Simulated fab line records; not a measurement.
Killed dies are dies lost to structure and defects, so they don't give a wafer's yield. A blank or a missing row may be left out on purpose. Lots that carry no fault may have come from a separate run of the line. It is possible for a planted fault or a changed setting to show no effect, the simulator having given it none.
fab line records	flow nand_harc
record: lots: 13	wafers: 39	last_day: 23
route steps=1159 shown P_BONDPAD@376 A_ZERO_WELL@404 A_ONON_D1@426 END@1159
lots with no fault: from the same line, run without faults
start_h: hours from the record's first day to the start of the lot's first wafer shown	wait_h: hours since the lot's step before	" unchanged from the row above	L1.1+2: one row covering several wafers at once	- either no value or no given start	* or withheld: withheld	< > ~ a bound
route shown NAME@n: a module of which the file shows steps, and the number in the route of the first	usual: average and standard deviation across the fault-free wafers	same: alike in all rows	chamber/n: place in a boat	sites: the reading at each site	_std_site: the standard deviation of these	_edge_site: outer sites' mean less inner sites'	radius_mm: for every site, how far away it sits from the centre of the wafer	mask NAME#n: copy n	behind: tool/chamber where the wafer was last shaped	hold: cause of the lot's hold/its duration in hours/its outcome	device: the transistor (n, p or np) that didn't switch	end of line: the same wafers' tests at the end of the route	where a step has no rows: the recipe by itself	killed: count of dies lost to structure and defects at first sort (not the wafer's yield)	map: per-die view of a wafer (x killed, . not killed, _ where there is no die)
set.NAME: setting as actually run; set.NAME@STEP: the setting as run at that earlier step	model.NAME: the simulator's own value behind a step, which no gauge read
route steps across a sampled set of lots; one table per step, one row per wafer
services: the hour from which a tool's chamber was out of use, counted from the record's first day as start_h (under 0 if before that day), plus the number of hours and why
== steps ==
step: NHARC_P_BONDPAD_PVD_17
recipe: target_thk_a: 50	bias_v: 168.6	power_w: 15000	chamber_pressure_pa: 0.12	time_s: 8.06	substrate_temp_c: 50	material: TaN
usual: substrate_temp_c: 50.01/0.099	throttle_valve_pct: 29.5/0.92
lot.wafer	tool	chamber	start_h	wait_h	substrate_temp_c	throttle_valve_pct
L389.4	pvd_sputter-02	-	-	-	49.95	30.0
L389.1	"	-	"	"	49.94	30.0
L389.5	"	-	"	"	50.03	28.4
L391.1	pvd_sputter-03	-	-	-	50.02	30.1
L391.2	"	-	"	"	50.06	29.7
L391.6	"	-	"	"	50.03	30.2
L393.3	pvd_sputter-02	-	-	-	50.04	29.8
L393.6	"	-	"	"	50.00	30.8
L393.5	"	-	"	"	49.93	27.7
L394.1	pvd_sputter-03	-	-	-	49.93	29.3
L394.2	"	-	"	"	49.96	29.6
L394.5	"	-	"	"	49.89	29.7
L395.2	pvd_sputter-02	-	-	-	49.95	27.9
L395.4	"	-	"	"	50.14	30.3
L395.3	"	-	"	"	50.12	31.0
L398.4	pvd_sputter-03	-	-	-	49.94	30.2
L398.2	"	-	"	"	49.97	29.4
L398.3	"	-	"	"	50.03	29.5
L399.2	pvd_sputter-03	-	-	-	49.96	29.7
L399.4	"	-	"	"	49.96	29.9
L399.1	"	-	"	"	50.04	30.3
L402.1	pvd_sputter-02	-	-	-	50.12	31.0
L402.4	"	-	"	"	49.96	27.9
L402.6	"	-	"	"	49.87	28.1
L401.1	pvd_sputter-02	-	-	-	49.94	29.7
L401.3	"	-	"	"	50.13	30.0
L401.6	"	-	"	"	49.96	29.4
L403.1	pvd_sputter-01	-	-	-	49.93	29.5
L403.4	"	-	"	"	49.91	30.2
L403.2	"	-	"	"	50.00	28.0
L404.3	pvd_sputter-01	-	-	-	49.93	30.1
L404.2	"	-	"	"	49.92	28.2
L404.5	"	-	"	"	49.91	30.2
L405.1	pvd_sputter-01	-	-	-	50.06	29.4
L405.3	"	-	"	"	50.18	27.9
L405.4	"	-	"	"	49.90	30.5
L407.3	pvd_sputter-02	-	-	-	50.03	27.7
L407.5	"	-	"	"	50.08	27.6
L407.6	"	-	"	"	49.76	28.7
step: NHARC_P_BONDPAD_THK_MEAS_20
recipe: thk_meas_gauge: xrf
usual: thk_nm: 160.8/1.4
lot.wafer	tool	chamber	start_h	wait_h	thk_nm
L389.1	film_metro-02	-	131.13	-	160.0
L389.4	"	-	"	"	159.0
L389.5	"	-	"	"	160.5
L391.1	film_metro-01	-	143.46	-	160.1
L391.2	"	-	"	"	159.7
L391.6	"	-	"	"	157.6
L393.3	film_metro-01	-	157.64	-	161.4
L393.5	"	-	"	"	159.9
L393.6	"	-	"	"	160.2
L394.1	film_metro-02	-	165.64	-	159.5
L394.2	"	-	"	"	160.3
L394.5	"	-	"	"	160.0
L395.2	film_metro-02	-	168.63	-	160.4
L395.3	"	-	"	"	160.0
L395.4	"	-	"	"	160.9
L398.2	film_metro-01	-	189.86	-	157.4
L398.3	"	-	"	"	160.9
L398.4	"	-	"	"	161.8
L399.1	film_metro-01	-	190.83	-	164.0
L399.2	"	-	"	"	161.5
L399.4	"	-	"	"	160.3
L402.1	film_metro-01	-	204.98	-	161.2
L402.4	"	-	"	"	163.2
L402.6	"	-	"	"	160.6
L401.1	film_metro-01	-	206.21	-	160.9
L401.3	"	-	"	"	159.3
L401.6	"	-	"	"	162.0
L403.1	film_metro-02	-	214.20	-	161.3
L403.2	"	-	"	"	161.7
L403.4	"	-	"	"	163.0
L404.2	film_metro-02	-	228.51	-	160.0
L404.3	"	-	"	"	160.1
L404.5	"	-	"	"	161.1
L405.1	film_metro-02	-	230.80	-	160.7
L405.3	"	-	"	"	160.8
L405.4	"	-	"	"	162.0
L407.3	film_metro-01	-	241.07	-	160.1
L407.5	"	-	"	"	161.0
L407.6	"	-	"	"	161.7
step: NHARC_A_ZERO_WELL_ETCH_19
recipe: target_depth_a: 800	overetch_a: 240	time_s: 87.88	ion_energy_ev: 200	n2_flow_sccm: 150	h2_flow_sccm: 150	ar_flow_sccm: 0	rf_w: 400	bias_w: 150	chemistry: N2/H2
usual: drypump_motor_current_A: 5.6/0.41	oes_product_au: 1.002/0.014	rf_vpp_V: 430.3/2.3	showerhead_plenum_p_Torr: 2.03/0.08	throttle_valve_pct: 14.170/0.0093
lot.wafer	tool	chamber	start_h	wait_h	drypump_motor_current_A	oes_product_au	rf_hours_counter_h	rf_vpp_V	showerhead_plenum_p_Torr	throttle_valve_pct
L389.1	rie_diel-04	0	132.79	0.1	5.6	1.003	1	431.3	2.03	14.160
L389.4	"	1	"	"	6.1	0.982	1	430.2	2.03	14.160
L389.5	"	1	"	"	6.1	0.974	-	429.4	2.03	14.172
L391.1	rie_diel-07	0	145.20	0.1	6.2	1.008	9	425.3	1.92	14.171
L391.2	"	1	"	"	6.2	0.994	9	426.2	1.89	14.156
L391.6	"	3	"	"	5.6	0.996	-	433.7	2.16	14.173
L393.3	rie_diel-04	1	159.43	0.1	6.1	0.989	2	431.7	2.03	14.176
L393.6	"	2	"	"	5.2	0.999	-	428.3	2.00	14.185
L393.5	"	3	"	"	5.8	0.981	-	432.4	2.08	14.173
L394.1	rie_diel-12	1	167.40	0.1	6.2	1.001	7	430.9	2.05	14.158
L394.2	"	2	"	"	5.1	0.998	8	428.9	1.98	14.164
L394.5	"	0	"	"	5.1	1.008	-	435.4	2.18	14.166
L395.4	rie_diel-12	1	170.41	0.1	6.2	0.994	7	432.0	2.05	14.165
L395.3	"	2	"	"	5.1	0.997	8	429.8	1.98	14.169
L395.2	"	3	"	"	5.6	0.980	8	427.2	1.98	14.169
L398.3	rie_diel-12	2	191.62	0.1	5.1	0.986	9	429.0	1.98	14.176
L398.4	"	0	"	"	5.1	1.032	10	434.1	2.18	14.182
L398.2	"	1	"	"	6.2	1.018	8	429.9	2.05	14.156
L399.4	rie_diel-12	0	192.49	0.1	5.1	1.023	10	433.9	2.18	14.170
L399.2	"	2	"	"	5.1	0.994	9	427.7	1.98	14.172
L399.1	"	3	"	"	5.6	0.988	9	431.3	1.98	14.177
L402.1	rie_diel-04	1	206.66	0.1	6.2	1.001	5	427.6	2.03	14.165
L402.4	"	3	"	"	5.8	0.989	6	431.8	2.08	14.169
L402.6	"	1	"	"	6.1	0.997	-	430.0	2.03	14.186
L401.3	rie_diel-04	0	208.01	0.1	5.6	1.003	6	430.3	2.03	14.171
L401.1	"	1	"	"	6.1	0.987	5	430.2	2.03	14.168
L401.6	"	0	"	"	5.6	1.006	-	429.8	2.03	14.172
L403.4	rie_diel-07	2	216.00	0.1	5.8	1.001	16	429.5	2.02	14.169
L403.2	"	3	"	"	5.6	1.018	15	433.5	2.16	14.176
L403.1	"	0	"	"	6.2	0.993	16	428.6	1.92	14.173
L404.3	rie_diel-04	2	230.27	0.1	5.2	0.992	7	430.6	2.00	14.173
L404.2	"	3	"	"	5.8	0.990	7	430.1	2.08	14.180
L404.5	"	0	"	"	5.6	1.004	-	430.1	2.03	14.166
L405.3	rie_diel-12	2	232.56	0.1	5.1	1.006	2	429.0	1.98	14.179
L405.4	"	3	"	"	5.6	0.999	2	428.6	1.98	14.172
L405.1	"	1	"	"	6.2	1.027	2	429.5	2.05	14.181
L407.3	rie_diel-07	2	242.85	0.1	5.8	1.012	1	430.1	2.02	14.167
L407.5	"	3	"	"	5.6	1.017	-	433.0	2.16	14.185
L407.6	"	0	"	"	6.2	1.009	-	427.6	1.92	14.161
step: NHARC_A_ONON_D1_DEP_03
recipe: target_thk_a: 10000	n2_flow_sccm: 2750	n2o_flow_sccm: 2000	nh3_flow_sccm: 500	sih4_flow_sccm: 210	temp_c: 400
usual: n2_flow_sccm: 2751/8	n2o_flow_sccm: 2000/6.4
lot.wafer	tool	chamber	start_h	wait_h	n2_flow_sccm	n2o_flow_sccm
L389.1	pecvd_onon-04	0	157.82	0.1	2765	2007
L389.4	"	0	"	"	2763	2003
L389.5	"	0	"	"	2763	2005
L391.1	pecvd_onon-02	0	167.76	0.1	2745	1989
L391.2	"	0	"	"	2767	1990
L391.6	"	0	"	"	2753	1987
L393.3	pecvd_onon-04	0	182.49	0.2	2746	2004
L393.5	"	0	"	"	2737	2001
L393.6	"	0	"	"	2740	2010
L394.1	pecvd_onon-02	0	194.11	0.1	2759	1998
L394.2	"	0	"	"	2765	2006
L394.5	"	0	"	"	2742	1995
L395.2	pecvd_onon-01	0	194.17	0.1	2752	1994
L395.3	"	0	"	"	2760	1995
L395.4	"	0	"	"	2751	1994
L399.1	pecvd_onon-04	0	214.10	0.2	2750	2003
L399.2	"	0	"	"	2759	1994
L399.4	"	0	"	"	2759	1996
L398.2	pecvd_onon-01	0	214.16	0.2	2738	2009
L398.3	"	0	"	"	2737	2003
L398.4	"	0	"	"	2747	2001
L402.1	pecvd_onon-02	0	230.81	0.1	2763	1996
L402.4	"	0	"	"	2741	1988
L402.6	"	0	"	"	2747	1995
L401.1	pecvd_onon-04	0	230.86	0.1	2747	2000
L401.3	"	0	"	"	2742	1999
L401.6	"	0	"	"	2729	1996
L403.1	pecvd_onon-01	0	243.17	0.2	2756	1994
L403.2	"	0	"	"	2752	2004
L403.4	"	0	"	"	2757	2003
L405.1	pecvd_onon-01	-	252.74	0.1	-	-
L405.3	"	-	"	"	-	-
L405.4	"	-	"	"	-	-
L404.2	pecvd_onon-02	-	252.81	0.1	-	-
L404.3	"	-	"	"	-	-
L404.5	"	-	"	"	-	-
L407.3	pecvd_onon-02	0	265.35	0.2	2755	2006
L407.5	"	0	"	"	2763	2002
L407.6	"	0	"	"	2760	2000
step: NHARC_END_SORT_01
recipe: temp_c: 25
usual: killed_at_array: 27/9.9	killed_at_other: 0.5/0.76	killed_at_periphery: 3.4/2.2	killed_dies: 31/10	killed_open: 3.3/2	killed_short: 2.0/1.5
same: gross_dies: 677
lot.wafer	tool	chamber	start_h	wait_h	killed_at_array	killed_at_other	killed_at_periphery	killed_dies	killed_open	killed_short
L405.1	prober-01	0	531.27	2.5	674	0	3	677	0	1
L405.3	prober-01	0	532.89	3.1	673	1	3	677	0	0
L405.4	prober-01	0	533.70	3.4	675	0	2	677	3	2
L404.2	prober-02	0	532.09	2.8	671	3	3	677	4	3
L404.3	prober-02	0	532.88	3.1	673	1	3	677	5	6
L404.5	prober-02	0	534.48	3.7	674	1	2	677	9	3
killed by level:class
L405.1 A_ONON_D1:area_dep=646 A_CHANNEL_HOLE_D1:chamber_film_flake=22 A_CONTACT:chamber_film_flake=3 P_BONDPAD:chamber_film_flake=2 A_WL_FILL:geometric_particle:short=1 P_STI:chamber_film_flake=1 A_STAIRCASE:chamber_film_flake=1 A_SLIT:chamber_film_flake=1
L404.2 A_ONON_D1:area_dep=628 A_SLIT:chamber_film_flake=21 A_CHANNEL_HOLE_D1:chamber_film_flake=7 A_CONTACT:chamber_film_flake=4 A_SGD_CUT:chamber_film_flake=3 THIN_TSV:chamber_film_flake=3 A_ONON_D1:geometric_particle:open=2 A_STAIRCASE:chamber_film_flake=2
L404.3 A_ONON_D1:area_dep=633 A_SLIT:chamber_film_flake=19 A_STAIRCASE:chamber_film_flake=4 A_CONTACT:chamber_film_flake=4 A_CHANNEL_HOLE_D1:chamber_film_flake=3 A_CHANNEL_FILL_D1:geometric_particle:open=2 A_CONTACT:geometric_particle:open=2 A_SGD_CUT:chamber_film_flake=2
L405.3 A_ONON_D1:area_dep=648 A_CHANNEL_HOLE_D1:chamber_film_flake=22 P_BONDPAD:chamber_film_flake=2 A_CONTACT:chamber_film_flake=2 P_M0:chamber_film_flake=1 A_WL_FILL:chamber_film_flake=1 THIN_TSV:chamber_film_flake=1
L405.4 A_ONON_D1:area_dep=641 A_CHANNEL_HOLE_D1:chamber_film_flake=20 A_CONTACT:chamber_film_flake=5 A_STAIRCASE:chamber_film_flake=4 A_CONTACT:geometric_particle:open=2 A_ONON_D1:geometric_particle:short=1 A_M1:geometric_particle:short=1 A_M1:geometric_particle:open=1
L404.5 A_ONON_D1:area_dep=630 A_SLIT:chamber_film_flake=16 A_CHANNEL_HOLE_D1:chamber_film_flake=8 A_STAIRCASE:chamber_film_flake=5 A_CONTACT:geometric_particle:open=3 A_CONTACT:chamber_film_flake=3 A_CHANNEL_HOLE_D1:geometric_particle:open=2 P_CONTACT:geometric_particle:open=1
== services ==
tool	chamber	start_h	hours	kind
rie_diel-12	0	107.90	-	clean
rie_diel-12	1	107.90	-	clean
rie_diel-12	2	107.90	-	clean
pecvd_onon-02	-	111.49	13.0	pm
rie_diel-04	-	111.90	9.0	pm
pvd_sputter-03	-	117.59	1.5	repair
rie_diel-07	2	126.09	3.7	repair
rie_diel-04	-	140.09	2.1	repair
pvd_sputter-03	-	155.92	2.0	repair
pvd_sputter-01	-	158.17	10.0	pm
rie_diel-07	-	187.58	0.8	repair
pecvd_onon-01	-	195.03	13.0	pm
rie_diel-07	3	197.18	6.0	repair
rie_diel-12	-	202.40	9.0	pm
pecvd_onon-02	-	208.27	11.4	repair
rie_diel-04	3	212.54	5.6	repair
pvd_sputter-03	-	215.16	12.0	repair
pvd_sputter-02	-	218.80	2.2	repair
rie_diel-12	1	222.74	2.9	repair
pvd_sputter-02	-	222.76	4.5	repair
rie_diel-07	-	228.20	9.0	pm
pecvd_onon-04	-	237.09	13.0	pm
rie_diel-04	-	238.44	8.1	repair
rie_diel-04	1	252.84	10.6	repair
== key ==
first_sign: step: NHARC_A_ONON_D1_DEP_03	reading: tool_record	direction: missing
effect: step: NHARC_END_SORT_01	reading: killed_at_array	direction: up	sigmas: 65	usual: 27	struck: 673
more_kills_born_at: NHARC_A_ONON_D1_DEP_03@pecvd_onon-01: 1935	NHARC_A_ONON_D1_DEP_03@pecvd_onon-02: 1891
met_at NHARC_A_ONON_D1_DEP_03
struck_lots L404,L405
later_rows_left_out L404.2,L404.3,L404.5,L405.1,L405.3,L405.4
tester_left_out L404,L405
not_acting_at NHARC_P_BONDPAD_PVD_17,NHARC_P_BONDPAD_THK_MEAS_20,NHARC_A_ZERO_WELL_ETCH_19
onset_between 243.17 252.74
fault: kind: skipped_step_whole	tool: pecvd_onon-01,pecvd_onon-02	chamber: -	onset_h: 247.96	steps: NHARC_A_ONON_D1_DEP_03	scope: struck_lots_only
tester_left_out: of these lots the tester's yield and bins aren't shown, on N5 and GAA mostly nor the transistor test; their killed dies are dies lost to structure and defects alone, not to doping, threshold or leakage, so they don't give the yield
later_rows_left_out: the simulator's readings of these wafers behind a module that went badly wrong aren't trusted and aren't shown, but for the sort
